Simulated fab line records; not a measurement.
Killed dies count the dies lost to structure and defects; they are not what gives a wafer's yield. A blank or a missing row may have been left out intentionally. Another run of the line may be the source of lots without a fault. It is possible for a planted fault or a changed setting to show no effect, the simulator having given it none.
Lot-split experiment + flow n5 finfet + 39 wafers read from 7 lots, route of 1938 steps

== ON THE SPLIT ==
At N5_DUMMY_GATE_ETCH_42 (etches SiO2 in CHF3/O2, target depth 3.5 nm, time 31 s), the setting bias w was moved away from the recipe's 12 W on 12 of the 39 wafers read, by -18.5% to +10.4%. All remaining wafers had this setting at the recipe value.

The reading is taken at the split's own step.

== THE READING ==
rf vpp V, in V, at N5_DUMMY_GATE_ETCH_42 (etches SiO2 in CHF3/O2, target depth 3.5 nm, time 31 s). Typical for fault-free wafers on this fab line: 42.1 V, with standard deviation 1 V.

| wafer  | tool, chamber at the split | bias w as run, W | against the recipe | rf vpp V, V | against lot-mates on the recipe |
|--------|----------------------------|------------------|--------------------|-------------|---------------------------------|
| L077.1 | rie diel-02, 1             | 13.25            | +10.4%             | 45.6        | +3.4                            |
| L077.2 | rie diel-02, 2             | 12               | recipe             | 41.3        | -                               |
| L077.3 | rie diel-02, 3             | 13.25            | +10.4%             | 44.2        | +2.0                            |
| L077.4 | rie diel-02, 0             | 12               | recipe             | 42.2        | -                               |
| L077.5 | rie diel-02, 3             | 12               | recipe             | 43.2        | -                               |
| L077.6 | rie diel-02, 0             | 13.25            | +10.4%             | 45.6        | +3.4                            |
| L078.1 | rie diel-02, 2             | 10.3             | -14.2%             | 38.6        | -2.7                            |
| L078.2 | rie diel-02, 3             | 12               | recipe             | 41.0        | -                               |
| L078.3 | rie diel-02, 1             | 10.3             | -14.2%             | 37.6        | -3.7                            |
| L078.4 | rie diel-02, 0             | 12               | recipe             | 41.6        | -                               |
| L078.5 | rie diel-02, 3             | 10.3             | -14.2%             | 37.1        | -4.2                            |
| L078.6 | rie diel-02, 2             | 12               | recipe             | 41.2        | -                               |
| L084.1 | rie diel-02, 2             | 9.901            | -17.5%             | 35.8        | -6.3                            |
| L084.2 | rie diel-02, 3             | 12               | recipe             | 42.0        | -                               |
| L084.3 | rie diel-02, 1             | 9.901            | -17.5%             | 34.6        | -7.5                            |
| L084.4 | rie diel-02, 0             | 12               | recipe             | 41.7        | -                               |
| L084.5 | rie diel-02, 3             | 12               | recipe             | 42.5        | -                               |
| L084.6 | rie diel-02, 0             | 9.901            | -17.5%             | 36.8        | -5.3                            |
| L086.1 | rie diel-01, 2             | 12               | recipe             | 42.2        | -                               |
| L086.2 | rie diel-01, 0             | 12               | recipe             | 43.6        | -                               |
| L086.3 | rie diel-01, 1             | 12               | recipe             | 41.1        | -                               |
| L086.4 | rie diel-01, 3             | 12               | recipe             | 42.5        | -                               |
| L086.5 | rie diel-01, 2             | 12               | recipe             | 41.2        | -                               |
| L086.6 | rie diel-01, 3             | 12               | recipe             | 43.2        | -                               |
| L093.1 | rie diel-02, 1             | 12               | recipe             | 41.9        | -                               |
| L093.2 | rie diel-02, 3             | 12               | recipe             | 41.1        | -                               |
| L093.3 | rie diel-02, 0             | 12               | recipe             | 42.1        | -                               |
| L093.4 | rie diel-02, 3             | 12               | recipe             | 40.1        | -                               |
| L093.5 | rie diel-02, 1             | 12               | recipe             | 42.7        | -                               |
| L093.6 | rie diel-02, 0             | 12               | recipe             | 40.0        | -                               |
| L094.1 | rie diel-01, 1             | 12               | recipe             | 40.5        | -                               |
| L094.2 | rie diel-01, 2             | 12               | recipe             | 41.1        | -                               |
| L094.3 | rie diel-01, 3             | 9.78             | -18.5%             | 37.7        | -3.6                            |
| L094.4 | rie diel-01, 0             | 9.78             | -18.5%             | 37.8        | -3.5                            |
| L094.5 | rie diel-01, 1             | 12               | recipe             | 42.2        | -                               |
| L094.6 | rie diel-01, 0             | 9.78             | -18.5%             | 37.4        | -3.9                            |
| L095.3 | rie diel-01, 3             | 12               | recipe             | 41.5        | -                               |
| L095.4 | rie diel-01, 0             | 12               | recipe             | 42.9        | -                               |
| L095.6 | rie diel-01, 1             | 12               | recipe             | 41.1        | -                               |

FIT RESULTS
A straight line over all 39 wafers: rf vpp V changes by +0.288 V for each +1% of bias w; r = +0.93; the points scatter about the line by 0.97 V.
The same after taking each lot's own level away (the mean of its wafers on the recipe; 39 wafers): +0.27 V for each +1%; r = +0.91; scatter 0.98 V.
According to that fit, moving bias w by its largest amount changes the reading by 5 V.
The span of the lots' own levels, 41.27 to 42.30 V, comes to 1.0 times the standard deviation stated above.
Consequently the slope shifts little with the lot-to-lot level, the two slopes agreeing.
Check: -5.17 V against its lot-mates is what the line predicts for one of the wafers moved furthest among these (-18.5%) when that wafer is left out of the fit. Against them it came out at -3.57 V.
Tool readings at the split's step, against how far the setting was moved: rf vpp V r = +0.93.

== OTHER SPLITS APPLIED TO THESE WAFERS ==
These wafers also went through other splits before the reading. Each is held against what the fit with the lots' levels taken away leaves over:
| other split on the same wafers       | wafers away from the commonest value | r with rf vpp V (lot level and that fit taken away) |
|--------------------------------------|--------------------------------------|-----------------------------------------------------|
| N5_DUMMY_GATE_ETCH_31 target depth a | 12                                   | -0.12                                               |

== THE FILE'S OWN FIT ==
rf vpp V changes by +0.269 V for each +1% of bias w, r = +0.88.
